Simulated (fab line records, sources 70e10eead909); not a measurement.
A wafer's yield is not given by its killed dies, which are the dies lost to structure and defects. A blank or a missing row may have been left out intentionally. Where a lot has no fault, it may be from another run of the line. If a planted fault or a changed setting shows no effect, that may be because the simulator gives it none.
The tool behind it: which one?	flow nand harc	12 lots (36 wafers sampled), 1 step of a 1159-step route

## WHAT THE GAUGES READ, wafer by wafer
NHARC_A_CHANNEL_HOLE_D1_CD_MEAS_30.
lot	measured	on	cd nm (nm)
L076	day 8 12:35	cd sem-03	88.0 89.5 88.3
L077	day 9 07:06	cd sem-03	90.6 89.8 89.0
L079	day 9 18:43	cd sem-03	90.1 89.3 88.2
L081	day 10 03:51	cd sem-01	91.6 89.8 91.0
L082	day 10 14:50	cd sem-03	89.5 89.6 90.0
L086	day 11 17:22	cd sem-01	90.8 89.0 89.0
L087	day 11 21:28	cd sem-03	92.3 89.9 90.8
L089	day 12 03:40	cd sem-01	91.7 94.1 92.2
L090	day 12 20:20	cd sem-03	89.9 90.9 89.0
L093	day 13 00:20	cd sem-01	93.9 92.7 90.9
L097	day 13 19:56	cd sem-01	89.9 87.5 89.5
L095	day 14 00:59	cd sem-02	89.1 89.4 88.9

## WHAT TOOL EACH LOT RAN ON (gives the tool, then ch and the chambers of the sampled wafers, and finally the start)
The record shows no process step preceding these readings.

## THE ANSWER, worked out from the rows above alone
Rule: usual is defined by the lots themselves. The widest of any qualifying gaps counts: lots, ordered by their means at a reading, are off when they make up no more than a third of the lots, leave a main group of 4 or more, and stand apart from it by 3 or more times the standard deviation of that group's means. A main group whose means are all the same, to the digits that the tables above print for the reading, isn't used. Also off: a lot with no number at a reading for which 4 or more lots have one. Any other lot the step has rows for is counted as sound.
No lot is off at any reading shown: from this, nothing can be told.

## WHAT THE SIMULATOR HAD PUT IN
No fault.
